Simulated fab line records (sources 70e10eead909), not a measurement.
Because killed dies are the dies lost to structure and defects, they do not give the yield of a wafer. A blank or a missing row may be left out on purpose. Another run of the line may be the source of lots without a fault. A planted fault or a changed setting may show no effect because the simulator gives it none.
fab line records | flow nand_harc
record: lots: 10 wafers: 30 last_day: 33
route steps=1302 shown A_CHANNEL_FILL_D2@624 THIN_TSV@1262 END@1301
lots with no fault: from the same line, run without faults
start_h: hours from the record's first day to the start of the lot's first wafer shown | wait_h: hours since the lot's step before | " same as the row above | L1.1+2: several wafers, shown together as one row | - no value, or no start given | * or withheld: withheld | < > ~ a bound
route shown NAME@n: NAME is a module with steps in the file, n the number in the route of the first one | usual: mean/standard deviation of fault-free wafers | same: alike in all rows | chamber/n: place in a boat | sites: per-site readings | _std_site: standard deviation across them | _edge_site: outer sites' mean less inner sites' | radius_mm: how far each site lies from the wafer's centre | mask NAME#n: copy n | behind: tool/chamber where the wafer was last shaped | hold: why the lot went on hold/how many hours it stayed there/how the hold came to an end | device: names the non-switching transistor (n, p or np) | end of line: the same wafers' tests at the end of the route | step lacking rows: just its recipe | killed: dies lost to structure and defects at the first sort, not the wafer's yield | map: dies across one wafer; x = killed, . = not, _ = none there
set.NAME: the run value of the setting; set.NAME@STEP: its run value at that earlier step | model.NAME: the simulator's own value behind a step, which no gauge read
a sample of lots followed through the steps of the route, with each step as a table and each wafer as a row
services: from which hour (start_h, from the record's first day; less than 0 if before it) a tool's chamber was out of use, for how many hours, and why
== steps ==
step: NHARC_A_CHANNEL_FILL_D2_CVD_05
recipe: target_thk_a: 50 temp_c: 550 material: poly-Si
usual: spike_tc_lower_C: 549.7/1.1
columns lot.wafer tool chamber start_h wait_h spike_tc_lower_C
L324.2 lpcvd_poly-02 0 331.43 2.3 548.8
L324.4 " 0 " " 549.8
L324.5 " 0 " " 550.7
L326.2 lpcvd_poly-03 0 355.85 2.3 549.9
L326.3 " 0 " " 550.6
L326.6 " 0 " " 551.2
L328.1 lpcvd_poly-02 0 378.22 2.3 550.0
L328.2 " 0 " " 548.7
L328.4 " 0 " " 547.8
L333.1 lpcvd_poly-03 0 439.39 2.3 549.7
L333.3 " 0 " " 551.3
L333.6 " 0 " " 550.9
L334.1 lpcvd_poly-03 0 439.39 2.3 550.9
L334.4 " 0 " " 549.9
L334.6 " 0 " " 550.4
L339.2 lpcvd_poly-03 0 485.21 2.3 550.1
L339.3 " 0 " " 549.6
L339.5 " 0 " " 549.1
L337.1 lpcvd_poly-01 0 489.10 2.5 550.9
L337.4 " 0 " " 550.1
L337.6 " 0 " " 550.4
L340.4 lpcvd_poly-03 0 498.43 2.3 551.0
L340.5 " 0 " " 549.5
L340.6 " 0 " " 550.8
L341.2 lpcvd_poly-03 0 498.43 2.3 550.9
L341.3 " 0 " " 550.3
L341.5 " 0 " " 547.9
L345.2 lpcvd_poly-02 0 556.87 2.2 549.8
L345.5 " 0 " " 549.7
L345.6 " 0 " " 549.9
step: NHARC_THIN_TSV_ETCH_44
recipe: target_depth_a: 15942 time_s: 797.1 cf4_flow_sccm: 150 o2_flow_sccm: 10 ar_flow_sccm: 0 rf_w: 300 bias_w: 800 chemistry: CF4/O2
usual: bias_w: 800.0/2.3 drypump_motor_current_A: 5.7/0.61 oes_product_au: 0.999/0.0097 rf_vpp_V: 793/4 showerhead_plenum_p_Torr: 1.82/0.063 throttle_valve_pct: 16.914/0.0093
columns lot.wafer tool chamber start_h wait_h bias_w drypump_motor_current_A oes_product_au rf_hours_counter_h rf_vpp_V showerhead_plenum_p_Torr throttle_valve_pct
L324.2 rie_diel-11 2 556.67 0.1 799.8 5.6 0.994 3.5 797 1.86 16.913
L324.4 " 0 " " 798.7 6.2 1.005 3.2 799 1.89 16.904
L324.5 " 2 " " 802.7 5.6 0.988 - 795 1.86 16.908
L326.2 rie_diel-13 3 585.24 0.1 795.6 6.3 1.006 2.9 796 1.86 16.915
L326.3 " 1 " " 798.2 5.1 0.995 3.3 800 1.94 16.900
L326.6 " 3 " " 797.6 6.3 1.000 - 797 1.86 16.926
L328.4 rie_diel-05 3 606.14 0.1 803.5 5.7 0.984 0.6 795 1.83 16.916
L328.2 " 0 " " 796.7 5.0 0.973 0.7 796 1.84 16.910
L328.1 " 2 " " 798.9 5.3 0.996 0.6 790 1.78 16.908
L333.1 rie_diel-05 1 668.35 0.1 797.1 6.5 1.016 3.7 788 1.73 16.900
L333.3 " 2 " " 795.7 5.2 1.014 3.4 792 1.77 16.931
L333.6 " 0 " " 804.6 5.0 0.985 - 795 1.84 16.913
L334.1 rie_diel-13 3 669.61 0.1 796.9 6.3 0.999 7.4 796 1.86 16.930
L334.4 " 2 " " 797.8 5.3 1.006 7.7 791 1.78 16.914
L334.6 " 3 " " 799.3 6.3 0.993 - 797 1.86 16.931
L339.2 rie_diel-05 1 717.44 0.1 798.5 6.5 1.011 5.3 789 1.73 16.927
L339.3 " 2 " " 797.9 5.2 1.008 6.3 789 1.77 16.911
L339.5 " 3 " " 798.7 5.7 0.996 - 794 1.83 16.920
L337.1 rie_diel-05 2 724.79 0.1 802.5 5.2 1.008 7.2 791 1.77 16.908
L337.6 " 1 " " 801.4 6.5 1.012 - 789 1.72 16.906
L337.4 " 2 " " 803.6 5.2 1.009 - 792 1.77 16.907
L341.3 rie_diel-13 0 733.98 0.1 800.3 6.7 0.996 1.7 791 1.76 16.926
L341.2 " 1 " " 802.6 5.1 0.992 1.6 801 1.93 16.916
L341.5 " 0 " " 797.8 6.7 0.998 - 789 1.76 16.897
L340.4 rie_diel-13 3 737.21 0.2 804.5 6.3 0.995 2.2 798 1.86 16.926
L340.5 " 1 " " 803.8 5.1 0.993 - 800 1.93 16.906
L340.6 " 2 " " 798.2 5.3 1.005 - 791 1.78 16.941
L345.2 rie_diel-05 2 775.70 0.2 800.0 5.3 0.999 0.1 790 1.77 16.925
L345.6 " 3 " " 798.4 5.7 1.012 - 795 1.82 16.932
L345.5 " 0 " " 795.0 5.0 1.001 - 795 1.84 16.913
step: NHARC_THIN_TSV_DEGAS_49
recipe: temp_c: 300 time_s: 120
usual: heater_power_w: 468/39
columns lot.wafer tool chamber start_h wait_h heater_power_w
L324.2 pvd_sputter-02 - 559.21 0.1 517
L324.4 " - " " 493
L324.5 " - " " 497
L326.2 pvd_sputter-02 - 589.05 0.1 516
L326.3 " - " " 451
L326.6 " - " " 487
L328.2 pvd_sputter-01 - 608.67 0.1 514
L328.4 " - " " 403
L328.1 " - " " 469
L333.3 pvd_sputter-02 - 670.85 0.1 434
L333.1 " - " " 443
L333.6 " - " " 443
L334.4 pvd_sputter-01 - 672.22 0.1 401
L334.1 " - " " 523
L334.6 " - " " 451
L339.2 pvd_sputter-03 - 720.07 0.1 451
L339.3 " - " " 519
L339.5 " - " " 469
L337.4 pvd_sputter-02 - 727.36 0.1 489
L337.1 " - " " 520
L337.6 " - " " 491
L341.3 pvd_sputter-01 - 736.55 0.1 397
L341.2 " - " " 463
L341.5 " - " " 516
L340.4 pvd_sputter-03 - 739.72 0.1 464
L340.5 " - " " 505
L340.6 " - " " 452
L345.2 pvd_sputter-03 - 778.05 0.1 521
L345.5 " - " " 517
L345.6 " - " " 449
step: NHARC_THIN_TSV_PVD_19
recipe: target_thk_a: 200 chamber_pressure_pa: 5 material: TaN
usual: throttle_valve_pct: 30.0/0.88
columns lot.wafer tool chamber start_h wait_h throttle_valve_pct
L324.4 pvd_sputter-02 - - - 27.9
L324.2 " - " " 29.7
L324.5 " - " " 30.0
L326.2 pvd_sputter-02 - - - 28.5
L326.3 " - " " 29.9
L326.6 " - " " 28.0
L328.4 pvd_sputter-01 - - - 29.6
L328.1 " - " " 30.1
L328.2 " - " " 30.6
L333.1 pvd_sputter-02 - - - 30.7
L333.3 " - " " 31.0
L333.6 " - " " 30.7
L334.4 pvd_sputter-01 - - - 29.3
L334.1 " - " " 31.1
L334.6 " - " " 29.5
L339.2 pvd_sputter-03 - - - 30.0
L339.3 " - " " 30.3
L339.5 " - " " 30.5
L337.4 pvd_sputter-02 - - - 30.4
L337.1 " - " " 30.6
L337.6 " - " " 30.4
L341.3 pvd_sputter-01 - - - 31.0
L341.2 " - " " 30.1
L341.5 " - " " 29.2
L340.4 pvd_sputter-03 - - - 29.0
L340.6 " - " " 30.8
L340.5 " - " " 29.2
L345.2 pvd_sputter-03 - - - 30.9
L345.5 " - " " 30.8
L345.6 " - " " 29.1
step: NHARC_END_WLT_00
usual: VT_DECK1_BOTTOM: 0.873/0.0063 VT_DECK1_BOTTOM_INNER: 0.873/0.0066 VT_DECK1_MEDIAN_NEAR_BOTTOM: 0.874/0.0074 VT_DECK1_MEDIAN_NEAR_BOTTOM_INNER: 0.875/0.007 VT_DECK1_MIDDLE: 0.885/0.0057 VT_DECK1_MIDDLE_INNER: 0.886/0.0065 VT_DECK1_TOP: 0.897/0.006 VT_DECK1_TOP_INNER: 0.898/0.0058 VT_DECK2_BOTTOM: 0.871/0.008 VT_DECK2_BOTTOM_INNER: 0.871/0.0082 VT_DECK2_MEDIAN_NEAR_BOTTOM: 0.872/0.0074 VT_DECK2_MEDIAN_NEAR_BOTTOM_INNER: 0.871/0.0086 VT_DECK2_MIDDLE: 0.884/0.0079 VT_DECK2_MIDDLE_INNER: 0.884/0.0072 VT_DECK2_TOP: 0.896/0.0076 VT_DECK2_TOP_INNER: 0.897/0.0077
columns lot.wafer tool chamber start_h wait_h VT_DECK1_BOTTOM VT_DECK1_BOTTOM_INNER VT_DECK1_MEDIAN_NEAR_BOTTOM VT_DECK1_MEDIAN_NEAR_BOTTOM_INNER VT_DECK1_MIDDLE VT_DECK1_MIDDLE_INNER VT_DECK1_TOP VT_DECK1_TOP_INNER VT_DECK2_BOTTOM VT_DECK2_BOTTOM_INNER VT_DECK2_MEDIAN_NEAR_BOTTOM VT_DECK2_MEDIAN_NEAR_BOTTOM_INNER VT_DECK2_MIDDLE VT_DECK2_MIDDLE_INNER VT_DECK2_TOP VT_DECK2_TOP_INNER
L324.2 prober-02 - 568.77 0.6 0.869 0.865 0.869 0.865 0.884 0.881 0.893 0.887 0.867 0.862 0.867 0.863 0.889 0.874 0.891 0.891
L324.4 " - 569.77 1.6 0.866 0.866 0.868 0.867 0.878 0.878 0.894 0.903 0.867 0.856 0.860 0.864 0.887 0.881 0.896 0.894
L324.5 " - " " 0.876 0.866 0.866 0.867 0.892 0.874 0.899 0.889 0.861 0.860 0.871 0.859 0.879 0.877 0.884 0.892
L326.2 prober-02 - 602.32 0.6 0.873 0.862 0.871 0.872 0.880 0.882 0.892 0.892 0.861 0.861 0.860 0.861 0.879 0.881 0.884 0.883
L326.3 " - " " 0.869 0.868 0.866 0.868 0.877 0.888 0.899 0.894 0.862 0.866 0.863 0.851 0.868 0.879 0.888 0.885
L326.6 " - 604.32 2.6 0.871 0.870 0.866 0.871 0.877 0.882 0.886 0.891 0.867 0.872 0.863 0.861 0.876 0.878 0.889 0.891
L328.1 prober-01 - 618.11 0.0 0.881 0.879 0.878 0.880 0.888 0.887 0.895 0.910 0.869 0.875 0.873 0.868 0.890 0.894 0.899 0.914
L328.2 " - " " 0.878 0.884 0.880 0.879 0.888 0.891 0.905 0.898 0.869 0.883 0.880 0.865 0.893 0.884 0.907 0.907
L328.4 " - 619.62 1.6 0.871 0.877 0.880 0.875 0.886 0.883 0.899 0.902 0.875 0.880 0.881 0.879 0.889 0.887 0.903 0.903
L334.1 prober-01 - 682.06 0.0 0.874 0.860 0.865 0.872 0.892 0.894 0.900 0.900 0.878 0.875 0.878 0.869 0.889 0.887 0.912 0.906
L334.4 " - 683.56 1.5 0.868 0.866 0.867 0.878 0.883 0.886 0.897 0.898 0.883 0.885 0.876 0.882 0.892 0.887 0.903 0.901
L334.6 " - 684.56 2.5 0.874 0.872 0.875 0.886 0.887 0.890 0.895 0.896 0.884 0.886 0.884 0.885 0.892 0.893 0.903 0.915
L333.1 prober-02 - 682.07 0.1 0.872 0.883 0.878 0.884 0.893 0.896 0.907 0.904 0.876 0.875 0.877 0.884 0.879 0.890 0.894 0.902
L333.3 " - 683.07 1.1 0.875 0.869 0.877 0.878 0.887 0.890 0.909 0.909 0.884 0.878 0.876 0.872 0.890 0.888 0.906 0.901
L333.6 " - 684.56 2.5 0.878 0.872 0.876 0.885 0.887 0.900 0.908 0.905 0.876 0.882 0.877 0.877 0.892 0.895 0.904 0.903
L339.2 prober-01 - 729.79 0.6 0.873 0.878 0.870 0.874 0.888 0.881 0.899 0.899 0.871 0.873 0.884 0.882 0.889 0.878 0.901 0.907
L339.3 " - " " 0.876 0.870 0.873 0.882 0.890 0.887 0.899 0.887 0.870 0.869 0.875 0.868 0.890 0.893 0.899 0.904
L339.5 " - 731.32 2.1 0.871 0.873 0.869 0.868 0.881 0.890 0.895 0.902 0.875 0.870 0.874 0.870 0.882 0.889 0.892 0.899
L337.1 prober-01 - 737.04 0.6 0.876 0.868 0.866 0.874 0.880 0.883 0.898 0.901 0.864 0.863 0.863 0.859 0.881 0.890 0.900 0.894
L337.4 " - 738.54 2.1 0.878 0.873 0.872 0.871 0.886 0.879 0.896 0.898 0.859 0.864 0.864 0.862 0.879 0.873 0.890 0.887
L337.6 " - 739.54 3.1 0.872 0.870 0.872 0.879 0.878 0.882 0.897 0.889 0.861 0.866 0.871 0.862 0.881 0.888 0.884 0.890
L341.2 prober-01 - 756.41 8.3 0.870 0.880 0.876 0.875 0.886 0.893 0.899 0.902 0.949 0.947 0.948 0.944 0.960 0.963 0.978 0.977
L341.3 " - " " 0.872 0.871 0.881 0.877 0.876 0.886 0.894 0.904 0.941 0.944 0.948 0.948 0.970 0.959 0.985 0.978
L341.5 " - " " 0.879 0.878 0.878 0.890 0.886 0.893 0.901 0.896 0.933 0.943 0.947 0.945 0.956 0.955 0.974 0.975
L340.4 prober-02 - 763.50 15.4 0.864 0.865 0.866 0.867 0.870 0.875 0.875 0.885 0.936 0.933 0.939 0.935 0.951 0.948 0.966 0.970
L340.5 " - " " 0.861 0.862 0.861 0.871 0.877 0.886 0.887 0.888 0.929 0.934 0.936 0.927 0.954 0.943 0.976 0.978
L340.6 " - " " 0.871 0.871 0.873 0.877 0.880 0.881 0.883 0.893 0.923 0.929 0.929 0.928 0.946 0.942 0.973 0.964
L345.2 prober-01 - 786.52 0.5 0.875 0.871 0.881 0.870 0.887 0.894 0.893 0.900 0.882 0.877 0.879 0.878 0.888 0.888 0.890 0.897
L345.5 " - 788.02 2.0 0.883 0.885 0.877 0.880 0.882 0.892 0.893 0.904 0.866 0.867 0.868 0.867 0.889 0.884 0.895 0.899
L345.6 " - " " 0.871 0.870 0.873 0.867 0.889 0.896 0.895 0.896 0.879 0.872 0.879 0.873 0.882 0.890 0.903 0.902
step: NHARC_END_SORT_01
recipe: temp_c: 25
usual: killed_at_array: 53/21 killed_at_other: 0.8/1.1 killed_at_periphery: 4.2/2.7 killed_dies: 58/22 killed_open: 3.4/1.9 killed_short: 2.5/1.6
same: gross_dies: 677
columns lot.wafer tool chamber start_h wait_h killed_at_array killed_at_other killed_at_periphery killed_dies killed_open killed_short
L337.6 prober-01 0 744.07 4.0 32 0 5 37 2 3
killed by level:class
L337.6 A_CHANNEL_HOLE_D1:chamber_film_flake=11 A_CONTACT:chamber_film_flake=8 A_SLIT:chamber_film_flake=4 A_ZERO_WELL:chamber_film_flake=3 A_SGD_CUT:chamber_film_flake=3 P_GATE:geometric_particle:short=1 P_GATE:geometric_particle:open=1 P_CONTACT:geometric_particle:short=1
== services ==
columns tool chamber start_h hours kind
rie_diel-05 - 336.81 0.3 repair
pvd_sputter-03 - 348.04 10.0 pm
lpcvd_poly-03 - 386.00 26.0 pm
pvd_sputter-03 - 387.17 2.7 repair
pvd_sputter-02 - 390.09 1.3 repair
pvd_sputter-01 - 400.93 2.4 repair
rie_diel-05 - 406.60 9.0 pm
pvd_sputter-01 - 419.35 10.0 pm
pvd_sputter-02 - 460.00 10.0 pm
rie_diel-05 1 506.23 16.4 repair
pvd_sputter-03 - 506.56 1.5 repair
pvd_sputter-03 - 526.04 10.0 pm
rie_diel-05 3 526.69 4.7 repair
rie_diel-05 1 547.75 3.1 repair
rie_diel-05 - 583.60 9.0 pm
pvd_sputter-01 - 597.35 10.0 pm
rie_diel-05 - 631.67 1.0 repair
pvd_sputter-02 - 638.00 10.0 pm
pvd_sputter-02 - 653.27 3.6 repair
pvd_sputter-02 - 684.50 5.0 repair
rie_diel-05 1 696.34 12.7 repair
pvd_sputter-03 - 704.04 10.0 pm
rie_diel-05 0 715.05 33.4 repair
pvd_sputter-01 - 775.35 10.0 pm
== key ==
first_sign: step: NHARC_END_WLT_00 reading: VT_DECK2_TOP direction: up sigmas: 10 usual: 0.896 struck: 0.975
effect: step: NHARC_END_WLT_00 reading: VT_DECK2_TOP_INNER direction: up sigmas: 10 usual: 0.897 struck: 0.974
met_at NHARC_A_CHANNEL_FILL_D2_CVD_05
struck_lots L340,L341
tester_left_out L340,L341
not_acting_at NHARC_THIN_TSV_ETCH_44,NHARC_THIN_TSV_DEGAS_49,NHARC_THIN_TSV_PVD_19
onset_between 485.21 498.43
fault: kind: process_parameter_drift tool: lpcvd_poly-03 chamber: - onset_h: 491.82 steps: NHARC_A_CHANNEL_FILL_D2_CVD_05 channel: target_thk_a offset: * shape: step end_h: 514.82 acts_in: * stated: *
tester_left_out: of these lots the tester's yield and bins aren't shown, on N5 and GAA mostly nor the transistor test; their killed dies are dies lost to structure and defects alone, not to doping, threshold or leakage, so they don't give the yield
